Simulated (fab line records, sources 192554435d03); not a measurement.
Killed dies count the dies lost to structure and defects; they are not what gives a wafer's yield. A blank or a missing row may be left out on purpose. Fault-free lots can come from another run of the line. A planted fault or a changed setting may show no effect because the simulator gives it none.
fab line records	flow n5_finfet
record: lots: 8	wafers: 24	last_day: 18
route steps=1938 shown BEOL_M0_SAQP@658 BEOL_M0_CUTY@710 BEOL_M4@1111 PASSIVATION@1936
lots with no fault: from the same line, run without faults
start_h: the number of hours between the record's first day and the start of the first shown wafer of the lot	wait_h: hours elapsed since this lot's preceding step	" as in the row above	L1.1+2: a single row standing in for several wafers	- no value, or no start given	* or withheld: withheld	< > ~ a bound
route shown NAME@n: NAME is a module with steps in the file, n the number in the route of the first one	usual: mean/standard deviation of fault-free wafers	same: alike in all rows	chamber/n: place in a boat	sites: per-site readings	_std_site: the values' standard deviation	_edge_site: outer sites' mean less inner sites'	radius_mm: for every site, how far away it sits from the centre of the wafer	mask NAME#n: copy n	behind: the most recent tool/chamber to have shaped the wafer	hold: why the lot went on hold/how many hours it stayed there/how the hold came to an end	device: the transistor (n, p or np) that didn't switch	end of line: at the end of the route, the tests of the same wafers	step lacking rows: just its recipe	killed: count of dies lost to structure and defects at first sort (not the wafer's yield)	map: a wafer's dies, x killed, . not, _ none there
set.NAME: setting as actually run; set.NAME@STEP: the setting as run at that earlier step	model.NAME: the simulator's own value behind a step, which no gauge read
route steps across a sampled set of lots; one table per step, one row per wafer
services: when a tool's chamber went out of use (start_h, in hours from the record's first day, below 0 if earlier), for how many hours, and the reason
== steps ==
step: N5_BEOL_M0_SAQP_MANDREL_ETCH_20
recipe: target_depth_a: 600	chemistry: HBr/Cl2	target: a-Si	stop_on: SiNx	bt_time_s: 10	mask_material: SOC	over_etch_frac: 0.5	time_s: 30	pressure_mtorr: 10	icp_w: 800	bias_w: 75	HBr_flow_sccm: 150	Cl2_flow_sccm: 80	ends: end_point
usual: HBr_flow_sccm: 150.0/0.42	bias_w: 75.01/0.23	drypump_motor_current_A: 5.6/0.57	oes_product_au: 0.781/0.012	throttle_valve_pct: 35.4/0.46
lot.wafer	tool	chamber	start_h	wait_h	HBr_flow_sccm	bias_w	drypump_motor_current_A	oes_product_au	rf_hours_counter_h	throttle_valve_pct
L735.2	rie_si-05	0	150.65	0.0	149.4	74.95	4.9	0.789	39	35.8
L735.4	"	1	"	"	150.4	74.74	5.3	0.780	-	35.5
L735.5	"	3	"	"	149.8	75.01	5.8	0.798	-	34.6
L734.1	rie_si-01	1	156.05	0.0	149.7	75.20	5.6	0.775	150	35.4
L734.2	"	0	"	"	149.6	75.04	5.6	0.788	84	36.3
L734.4	"	1	"	"	149.6	75.37	5.6	0.796	-	35.4
L736.4	rie_si-05	1	159.93	0.0	149.9	74.85	5.3	0.768	191	35.5
L736.5	"	1	"	"	150.5	74.87	5.3	0.771	-	35.5
L736.6	"	2	"	"	149.5	75.28	5.7	0.767	-	35.7
L737.1	rie_si-05	2	162.98	0.0	150.4	75.21	5.8	0.769	86	35.7
L737.2	"	3	"	"	149.8	74.59	5.8	0.771	1	34.7
L737.6	"	1	"	"	149.8	74.87	5.3	0.781	-	35.6
L743.3	rie_si-02	1	200.44	0.0	150.2	74.92	5.7	0.762	148	35.4
L743.5	"	0	"	"	149.6	75.36	6.6	0.783	-	35.1
L743.6	"	1	"	"	149.8	74.85	5.7	0.776	-	35.4
L744.3	rie_si-02	2	208.00	0.0	150.2	74.98	6.0	0.795	93	36.2
L744.4	"	1	"	"	150.6	75.22	5.7	0.767	148	35.4
L744.6	"	0	"	"	149.8	74.99	6.5	0.769	-	35.1
L748.1	rie_si-05	3	232.47	0.0	150.1	75.11	5.9	0.798	2	34.6
L748.2	"	0	"	"	149.9	74.97	4.9	0.793	41	35.8
L748.4	"	1	"	"	149.1	75.08	5.3	0.781	1	35.5
L751.1	rie_si-05	3	244.55	0.0	150.0	75.19	5.8	0.784	3	34.6
L751.4	"	1	"	"	150.2	75.12	5.3	0.767	1	35.5
L751.5	"	3	"	"	150.3	75.48	5.8	0.786	-	34.6
step: N5_BEOL_M0_SAQP_RECESS_104
recipe: chemistry: HF/NH3	target: SiO2	target_depth_a: 180	afs_cycles: 3	temp_c: 30	sublimation_temp_c: 180	sublimation_time_s: 60
usual: drypump_motor_current_A: 5.9/0.32
lot.wafer	tool	chamber	start_h	wait_h	drypump_motor_current_A
L735.2	vapor_etch-02	0	152.20	0.1	5.4
L735.4	"	0	"	"	5.4
L735.5	"	0	"	"	5.4
L734.1	vapor_etch-01	1	157.63	0.1	5.7
L734.2	"	0	"	"	6.3
L734.4	"	1	"	"	5.7
L736.4	vapor_etch-01	1	161.74	0.2	5.7
L736.5	"	0	"	"	6.2
L736.6	"	1	"	"	5.8
L737.1	vapor_etch-01	0	164.59	0.1	6.2
L737.2	"	1	"	"	5.8
L737.6	"	1	"	"	5.7
L743.3	vapor_etch-01	0	202.39	0.3	6.2
L743.5	"	0	"	"	6.3
L743.6	"	1	"	"	5.7
L744.3	vapor_etch-01	1	209.86	0.2	5.7
L744.4	"	0	"	"	6.2
L744.6	"	1	"	"	5.7
L748.1	vapor_etch-02	1	234.02	0.1	6.1
L748.2	"	0	"	"	5.4
L748.4	"	0	"	"	5.4
L751.1	vapor_etch-01	1	247.27	0.1	5.8
L751.4	"	0	"	"	6.3
L751.5	"	0	"	"	6.2
step: N5_BEOL_M0_SAQP_SPACER2_ETCHBACK_27
recipe: chemistry: CHF3/O2	mode: anisotropic_etchback	target: SiO2	target_depth_a: 225	time_s: 11.25	pressure_mtorr: 30	source_w: 650	bias_w: 170	Ar_flow_sccm: 200	CHF3_flow_sccm: 50	O2_flow_sccm: 5	ion_energy_ev: 200
usual: bias_w: 170.0/0.51	drypump_motor_current_A: 5.9/0.48	oes_product_au: 0.80/0.092	rf_vpp_V: 519/9.1	showerhead_plenum_p_Torr: 2.37/0.04	throttle_valve_pct: 18.95/0.23
lot.wafer	tool	chamber	start_h	wait_h	bias_w	drypump_motor_current_A	oes_product_au	rf_hours_counter_h	rf_vpp_V	showerhead_plenum_p_Torr	throttle_valve_pct
L735.2	rie_diel-01	0	153.50	0.3	170.3	6.1	0.95	7	507	2.36	18.73
L735.4	"	1	"	"	169.4	5.9	0.89	-	514	2.35	18.70
L735.5	"	0	"	"	171.0	6.1	0.95	-	507	2.36	18.73
L734.1	rie_diel-01	1	160.54	0.5	169.8	5.9	0.87	58	515	2.35	18.71
L734.2	"	3	"	"	170.4	6.7	0.75	152	515	2.41	18.88
L734.4	"	0	"	"	170.4	6.1	0.93	11	508	2.36	18.73
L736.4	rie_diel-03	3	162.92	0.3	169.8	5.0	0.71	207	530	2.29	19.02
L736.5	"	2	"	"	170.0	5.6	0.72	-	509	2.41	19.37
L736.6	"	3	"	"	170.7	5.0	0.72	-	531	2.29	19.04
L737.1	rie_diel-03	3	165.89	0.3	169.5	5.0	0.72	207	530	2.29	19.03
L737.2	"	2	"	"	169.4	5.6	0.72	186	509	2.41	19.38
L737.6	"	2	"	"	170.0	5.6	0.72	-	508	2.41	19.38
L743.3	rie_diel-01	1	205.45	0.3	170.3	5.9	0.87	72	511	2.35	18.73
L743.5	"	0	"	"	169.2	6.1	0.90	-	505	2.35	18.74
L743.6	"	1	"	"	170.0	5.9	0.87	-	513	2.35	18.73
L744.3	rie_diel-03	1	211.06	0.3	170.0	5.7	0.69	241	531	2.36	19.40
L744.4	"	2	"	"	169.7	5.6	0.72	199	509	2.41	19.41
L744.6	"	3	"	"	169.6	5.0	0.72	-	530	2.29	19.05
L748.1	rie_diel-06	1	235.65	0.3	170.1	5.3	0.70	220	521	2.31	18.90
L748.2	"	0	"	"	169.6	6.2	0.83	65	509	2.36	18.70
L748.4	"	3	"	"	169.9	5.0	0.73	188	529	2.30	19.03
L751.1	rie_diel-01	2	248.71	0.3	170.9	6.1	0.89	31	527	2.36	18.93
L751.4	"	0	"	"	170.1	6.1	0.89	38	507	2.35	18.79
L751.5	"	0	"	"	170.8	6.1	0.88	-	507	2.35	18.77
step: N5_BEOL_M0_SAQP_INSPECT_42
recipe: mode: adi	inspect_instrument: brightfield
usual: raw_defect_count: 299/83
lot.wafer	tool	chamber	start_h	wait_h	raw_defect_count
L735.2	defect_inspect-01	-	154.22	0.0	292
L735.4	"	-	"	"	274
L735.5	"	-	"	"	199
L734.1	defect_inspect-02	-	161.13	0.1	304
L734.2	"	-	"	"	192
L734.4	"	-	"	"	369
L736.4	defect_inspect-01	-	163.57	0.0	298
L736.5	"	-	"	"	234
L736.6	"	-	"	"	1505
L737.1	defect_inspect-02	-	166.48	0.1	1507
L737.2	"	-	"	"	352
L737.6	"	-	"	"	288
L743.3	defect_inspect-01	-	206.17	0.0	237
L743.5	"	-	"	"	266
L743.6	"	-	"	"	269
L744.3	defect_inspect-01	-	211.78	0.0	270
L744.4	"	-	"	"	350
L744.6	"	-	"	"	354
L748.1	defect_inspect-02	-	236.24	0.1	272
L748.2	"	-	"	"	291
L748.4	"	-	"	"	311
L751.1	defect_inspect-02	-	249.30	0.1	224
L751.4	"	-	"	"	298
L751.5	"	-	"	"	201
step: N5_BEOL_M0_SAQP_DESCUM_45
recipe: chemistry: O2	time_s: 7	source_power_w: 50	bias_power_w: 20	pressure_mtorr: 20	rf_frequency_hz: 2.712e+07	temp_c: 40	resist: CAR-EUV	o2_flow_sccm: 225
usual: bias_power_w: 20.01/0.062	drypump_motor_current_A: 5.7/0.48	oes_product_au: 0.79/0.091	rf_vpp_V: 242.5/1.1	showerhead_plenum_p_Torr: 2.05/0.06	throttle_valve_pct: 20.49/0.27
lot.wafer	tool	chamber	start_h	wait_h	bias_power_w	drypump_motor_current_A	oes_product_au	rf_hours_counter_h	rf_vpp_V	showerhead_plenum_p_Torr	throttle_valve_pct
L735.2	rie_diel-06	3	154.25	0.0	20.11	5.0	0.76	164	240.8	1.99	20.42
L735.4	"	2	"	"	20.14	5.8	0.75	173	243.3	2.10	20.80
L735.5	"	1	"	"	20.02	5.3	0.73	-	240.8	1.97	20.14
L734.1	rie_diel-03	2	161.17	0.0	20.02	5.6	0.72	185	243.4	2.08	20.86
L734.2	"	3	"	"	20.08	5.0	0.72	206	241.7	1.98	20.43
L734.4	"	0	"	"	20.06	6.0	0.93	23	244.1	2.16	20.65
L736.4	rie_diel-01	0	163.62	0.0	20.05	6.1	0.94	-	243.6	2.07	20.47
L736.5	"	2	"	"	19.96	6.1	0.96	-	242.8	2.07	20.54
L736.6	"	1	"	"	20.02	5.9	0.88	-	242.2	2.01	20.08
L737.1	rie_diel-03	0	166.52	0.0	19.99	6.0	0.92	25	244.3	2.16	20.63
L737.2	"	2	"	"	19.97	5.6	0.72	186	244.2	2.08	20.84
L737.6	"	0	"	"	20.11	6.0	0.92	-	244.8	2.16	20.63
L743.3	rie_diel-06	3	206.21	0.0	19.99	5.0	0.74	178	242.0	1.98	20.44
L743.5	"	0	"	"	20.05	6.2	0.85	-	241.4	2.03	20.11
L743.6	"	1	"	"	19.96	5.3	0.72	-	241.1	1.97	20.15
L744.3	rie_diel-06	0	212.00	0.2	20.01	6.2	0.85	57	243.2	2.03	20.10
L744.4	"	2	"	"	19.96	5.8	0.73	187	243.8	2.10	20.82
L744.6	"	3	"	"	20.08	5.0	0.74	-	241.3	1.98	20.44
L748.1	rie_diel-01	2	236.46	0.2	20.06	6.1	0.89	27	243.1	2.06	20.58
L748.2	"	1	"	"	19.96	5.9	0.85	82	242.2	2.01	20.12
L748.4	"	0	"	"	19.92	6.1	0.88	34	243.0	2.07	20.49
L751.1	rie_diel-06	1	249.33	0.0	20.09	5.3	0.71	225	241.4	1.96	20.17
L751.4	"	0	"	"	19.99	6.2	0.83	-	241.7	2.03	20.13
L751.5	"	3	"	"	20.04	5.0	0.73	-	241.9	1.98	20.45
step: N5_BEOL_M0_CUTY_INSPECT_59
recipe: mode: adi	inspect_instrument: macro
usual: raw_defect_count: 2.0/1.5
lot.wafer	tool	chamber	start_h	wait_h	raw_defect_count
L735.2	defect_inspect-01	-	155.96	0.0	1
L735.4	"	-	"	"	2
L735.5	"	-	"	"	0
L734.1	defect_inspect-02	-	162.89	0.0	3
L734.2	"	-	"	"	2
L734.4	"	-	"	"	0
L736.4	defect_inspect-01	-	165.21	0.0	0
L736.5	"	-	"	"	2
L736.6	"	-	"	"	>300
L737.1	defect_inspect-02	-	168.07	0.0	>300
L737.2	"	-	"	"	2
L737.6	"	-	"	"	1
L743.3	defect_inspect-02	-	207.44	0.0	1
L743.5	"	-	"	"	2
L743.6	"	-	"	"	1
L744.3	defect_inspect-01	-	213.52	0.0	2
L744.4	"	-	"	"	1
L744.6	"	-	"	"	0
L748.1	defect_inspect-01	-	238.07	0.0	2
L748.2	"	-	"	"	6
L748.4	"	-	"	"	1
L751.1	defect_inspect-02	-	250.71	0.0	3
L751.4	"	-	"	"	3
L751.5	"	-	"	"	1
step: N5_BEOL_M4_RC_MEAS_101
usual: DIBL_N: 35.8/1.8	DIBL_P: 35.9/2.2	IOFF_N: 0.16/0.035	IOFF_P: 0.21/0.04	ION_N: 672/11	ION_P: 461/7.4	SS_N: 71.4/0.64	SS_P: 73.2/0.67	VT_N: 250/3.5	VT_P: -251/3.4
lot.wafer	tool	chamber	start_h	wait_h	DIBL_N[mV/V]	DIBL_P[mV/V]	IOFF_N[nA/um]	IOFF_P[nA/um]	ION_N[uA/um]	ION_P[uA/um]	SS_N[mV/dec]	SS_P[mV/dec]	VT_N[mV]	VT_P[mV]
L735.2	prober-01	0	209.22	0.2	36.0	35.7	0.15	0.20	665	462	71.5	72.8	254	-250
L735.4	"	0	"	"	39.2	39.2	0.21	0.27	683	468	72.0	74.2	251	-248
L735.5	"	0	"	"	38.9	39.0	0.20	0.25	676	470	72.2	73.1	248	-250
L736.4	prober-02	0	214.06	0.5	36.3	36.0	0.15	0.18	663	455	71.7	73.6	251	-253
L736.5	"	0	"	"	38.0	39.9	0.19	0.26	677	462	71.8	74.1	249	-249
L736.6	"	0	"	"	36.0	36.2	0.15	0.19	667	458	71.1	73.6	249	-251
L734.1	prober-01	0	216.83	0.0	38.6	40.7	0.21	0.24	691	467	72.3	73.7	247	-250
L734.2	"	0	"	"	36.7	37.9	0.17	0.19	683	459	72.1	72.5	249	-251
L734.4	"	0	"	"	35.0	36.7	0.13	0.17	665	451	71.1	72.8	254	-255
L737.1	prober-01	0	218.52	0.0	37.6	38.2	0.20	0.24	682	460	72.5	74.0	248	-248
L737.2	"	0	"	"	34.9	34.9	0.14	0.19	667	458	71.6	72.9	252	-252
L737.6	"	0	"	"	38.6	38.6	0.20	0.25	682	465	72.4	73.3	247	-247
L744.3	prober-02	0	265.80	0.3	31.7	31.2	0.09	0.13	654	456	70.2	71.9	258	-256
L744.4	"	0	"	"	34.5	35.6	0.13	0.19	667	461	70.7	73.1	251	-251
L744.6	"	0	"	"	33.8	34.5	0.12	0.18	667	469	70.6	72.2	251	-251
L743.3	prober-02	0	277.37	0.3	37.4	36.8	0.21	0.27	697	478	71.8	73.6	245	-244
L743.5	"	0	"	"	39.5	40.4	0.25	0.34	702	486	72.1	73.8	242	-243
L743.6	"	0	"	"	34.0	33.2	0.13	0.20	667	462	70.4	72.5	252	-247
L748.1	prober-02	0	282.56	0.0	35.1	36.4	0.15	0.23	668	461	71.7	73.3	248	-248
L748.2	"	0	"	"	36.7	38.3	0.19	0.26	679	472	72.2	72.9	246	-245
L748.4	"	0	"	"	34.3	35.3	0.14	0.21	669	466	71.8	72.9	252	-248
L751.1	prober-02	0	311.74	0.0	34.4	33.0	0.11	0.17	659	459	70.6	72.5	255	-251
L751.4	"	0	"	"	35.2	34.1	0.12	0.18	658	459	71.7	72.9	255	-253
L751.5	"	0	"	"	32.4	30.8	0.09	0.14	653	453	70.3	71.6	257	-255
step: N5_PASSIVATION_PROBE_49
usual: defect_limited_yield: 91.0/1.5	killed_at_M0_to_M3: 34/9.1	killed_at_M4_up: 14/5.7	killed_at_contacts: 13/5.7	killed_at_front_end: 42/12	killed_at_other: 4/3.4	killed_dies: 106/17	killed_on_rim: 14/4.3	killed_open: 70/13	killed_short: 34/7.5	sort_bin_5_function: 5.2/0.94	sort_bin_6_memory: 3.4/0.69	sort_n_pass: 1074/17	sort_yield_pct: 91.0/1.5
same: gross_dies: 1180	killed_at_back_side: 0	sort_bin_4_leakage[%]: 0	sort_bin_8_speed[%]: 0
lot.wafer	tool	chamber	start_h	wait_h	defect_limited_yield[%]	killed_at_M0_to_M3	killed_at_M4_up	killed_at_contacts	killed_at_front_end	killed_at_other	killed_dies	killed_on_rim	killed_open	killed_short	sort_bin_5_function[%]	sort_bin_6_memory[%]	sort_n_pass	sort_yield_pct[%]
L736.4	prober-02	-	314.52	0.2	91.3	27	9	16	45	6	103	15	66	37	5.3	3.1	1077	91.3
L736.5	prober-02	-	314.57	0.2	90.9	28	16	14	47	2	107	20	69	38	6.0	2.9	1073	90.9
L736.6	prober-02	-	314.62	0.3	79.6	177	16	17	26	5	241	23	62	36	11.4	5.2	939	79.6
L737.1	prober-02	-	325.77	0.0	76.9	195	8	11	56	3	273	31	92	41	14.2	4.7	907	76.9
L737.2	prober-02	-	325.82	0.1	89.2	50	9	8	60	0	127	18	88	39	6.2	4.3	1053	89.2
L737.6	prober-02	-	326.02	0.3	89.3	52	7	5	60	2	126	14	89	34	6.4	3.5	1054	89.3
L748.1	prober-02	-	383.98	0.0	91.1	33	11	21	38	2	105	17	72	32	5.7	2.9	1075	91.1
L748.2	prober-02	-	384.03	0.1	90.2	41	6	8	59	2	116	19	72	37	5.3	3.5	1064	90.2
L748.4	prober-02	-	384.13	0.2	89.3	63	10	13	30	10	126	15	81	43	7.0	3.3	1054	89.3
L751.1	prober-01	-	421.81	0.0	93.3	32	9	16	21	1	79	8	58	20	4.0	2.7	1101	93.3
L751.4	prober-01	-	421.96	0.2	91.9	31	13	12	37	3	96	7	65	30	3.8	4.1	1084	91.9
L751.5	prober-01	-	422.01	0.2	88.3	49	11	25	51	2	138	17	92	44	7.5	3.9	1042	88.3
killed by level:class
L736.4 MOL_CONTACT_COAG:geometric_particle:open=14 STI_FIN_REVEAL:geometric_particle:open=8 GATE_CUT:geometric_particle:short=7 BEOL_M0_SAQP:geometric_particle:short=7 BEOL_M3:geometric_particle:open=7 FIN_SAQP:geometric_particle:open=6 BEOL_M4:geometric_particle:open=6 FIN_SAQP:geometric_particle:short=5
L736.5 FIN_SAQP:geometric_particle:open=16 MOL_CONTACT_COAG:geometric_particle:open=11 BEOL_M4:geometric_particle:open=9 FIN_SAQP:geometric_particle:short=8 STI_FIN_REVEAL:geometric_particle:open=7 BEOL_M3:geometric_particle:open=7 BEOL_M2:geometric_particle:short=6 DUMMY_GATE:geometric_particle:open=4
L736.6 BEOL_M0_SAQP:unspecified=143 MOL_CONTACT_COAG:geometric_particle:open=14 BEOL_M4:geometric_particle:open=12 FIN_SAQP:geometric_particle:short=8 BEOL_M0_SAQP:geometric_particle:open=8 BEOL_M0_SAQP:geometric_particle:short=8 BEOL_M3:geometric_particle:open=7 FIN_SAQP:geometric_particle:open=4
L737.1 BEOL_M0_SAQP:unspecified=140 BEOL_M3:geometric_particle:open=22 BEOL_M2:geometric_particle:open=15 FIN_SAQP:geometric_particle:open=13 FIN_SAQP:geometric_particle:short=9 MOL_CONTACT_COAG:geometric_particle:open=9 STI_FIN_REVEAL:geometric_particle:open=8 ILD0:geometric_particle:open=6
L737.2 STI_FIN_REVEAL:geometric_particle:open=21 BEOL_M3:geometric_particle:open=17 BEOL_M2:geometric_particle:open=9 STI_FIN_REVEAL:geometric_particle:short=8 BEOL_M0_SAQP:geometric_particle:short=8 MOL_CONTACT_COAG:geometric_particle:open=7 FIN_SAQP:geometric_particle:open=6 FIN_SAQP:geometric_particle:short=5
L737.6 BEOL_M3:geometric_particle:open=21 STI_FIN_REVEAL:geometric_particle:open=16 FIN_SAQP:geometric_particle:open=15 BEOL_M0_SAQP:geometric_particle:open=14 FIN_SAQP:geometric_particle:short=9 BEOL_M0_SAQP:geometric_particle:short=8 BEOL_M4:geometric_particle:open=6 DUMMY_GATE:geometric_particle:open=5
L748.1 MOL_CONTACT_COAG:geometric_particle:open=15 STI_FIN_REVEAL:geometric_particle:open=11 BEOL_M0_SAQP:geometric_particle:open=11 BEOL_M0_SAQP:geometric_particle:short=10 BEOL_M2:geometric_particle:open=7 DUMMY_GATE:geometric_particle:open=6 MOL_CONTACT_COAG:geometric_particle:short=6 STARTING-WAFER:geometric_particle:open=4
L748.2 FIN_SAQP:geometric_particle:open=11 BEOL_M0_SAQP:geometric_particle:short=10 STI_FIN_REVEAL:geometric_particle:open=8 BEOL_M2:geometric_particle:open=8 BEOL_M0_SAQP:geometric_particle:open=7 BEOL_M1:geometric_particle:open=7 HKMG_FIN:area_etch=7 FIN_SAQP:geometric_particle:short=6
L748.4 BEOL_M0_SAQP:geometric_particle:open=14 BEOL_M0_SAQP:geometric_particle:short=13 MOL_CONTACT_COAG:geometric_particle:open=12 BEOL_M3:geometric_particle:open=12 BEOL_M2:geometric_particle:open=10 BEOL_M4:geometric_particle:open=7 STI_FIN_REVEAL:geometric_particle:open=7 PASS1_CAP:geometric_particle:short=6
L751.1 MOL_CONTACT_COAG:geometric_particle:open=14 BEOL_M2:geometric_particle:open=8 FIN_SAQP:geometric_particle:open=6 BEOL_M0_SAQP:geometric_particle:open=6 BEOL_M0_SAQP:geometric_particle:short=5 BEOL_M1:geometric_particle:open=4 STI_FIN_REVEAL:geometric_particle:open=3 BEOL_M0:geometric_particle:short=3
L751.4 BEOL_M2:geometric_particle:open=10 MOL_CONTACT_COAG:geometric_particle:open=10 BEOL_M3:geometric_particle:open=7 FIN_SAQP:geometric_particle:short=6 FIN_SAQP:geometric_particle:open=6 STI_FIN_REVEAL:geometric_particle:open=5 DUMMY_GATE:geometric_particle:open=5 BEOL_M1:geometric_particle:open=4
L751.5 MOL_CONTACT_COAG:geometric_particle:open=17 FIN_SAQP:geometric_particle:open=16 BEOL_M1:geometric_particle:open=10 BEOL_M3:geometric_particle:open=10 BEOL_M2:geometric_particle:open=9 FIN_SAQP:geometric_particle:short=8 MOL_CONTACT_COAG:geometric_particle:short=8 BEOL_M2:geometric_particle:short=8
== services ==
tool	chamber	start_h	hours	kind
rie_si-01	2	136.53	-	clean
rie_si-01	2	136.53	20.7	scheduled_down
rie_si-01	2	136.53	20.7	vent_cycle
rie_si-05	2	136.95	15.4	repair
rie_diel-01	2	143.72	-	clean
rie_diel-01	2	143.72	-	consumable_replace:focus_ring
rie_diel-01	2	143.72	12.9	scheduled_down
rie_diel-01	2	143.72	12.9	vent_cycle
rie_diel-01	3	161.64	11.6	repair
rie_diel-03	3	167.69	6.6	repair
rie_si-02	-	168.02	2.8	pm
rie_si-05	1	170.99	-	clean
rie_si-05	1	170.99	25.5	scheduled_down
rie_si-05	1	170.99	25.5	vent_cycle
rie_si-05	-	181.69	0.4	repair
rie_diel-06	-	193.26	2.8	pm
rie_diel-06	1	217.57	10.0	repair
rie_diel-03	3	222.21	10.9	repair
rie_si-02	2	228.50	2.7	repair
rie_diel-03	1	238.81	-	clean
rie_diel-03	1	238.81	-	consumable_replace:focus_ring
rie_diel-03	1	238.81	25.4	scheduled_down
rie_diel-03	1	238.81	25.4	vent_cycle
vapor_etch-02	-	248.36	0.4	repair
== key ==
first_sign: step: N5_BEOL_M0_SAQP_INSPECT_42	reading: raw_defect_count	direction: up	sigmas: 15	usual: 299	struck: 1506
effect: step: N5_BEOL_M0_CUTY_INSPECT_59	reading: raw_defect_count	direction: up	sigmas: 99+	usual: 2.0	struck: >300
effect: step: N5_PASSIVATION_PROBE_49	reading: killed_at_M0_to_M3	direction: up	sigmas: 17	usual: 34	struck: 186
more_kills_born_at: N5_BEOL_M0_SAQP_MANDREL_ETCH_20@rie_si-05: 283
met_at N5_BEOL_M0_SAQP_MANDREL_ETCH_20
struck_lots L736,L737
struck_wafers L736.6,L737.1
not_acting_at N5_BEOL_M0_SAQP_RECESS_104,N5_BEOL_M0_SAQP_SPACER2_ETCHBACK_27,N5_BEOL_M0_SAQP_DESCUM_45
fault: kind: chamber_particle_source	tool: rie_si-05	chamber: 2	onset_h: 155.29	steps: N5_BEOL_M0_SAQP_MANDREL_ETCH_20	rate_per_visit_cm2: 1.9304	end_h: 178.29
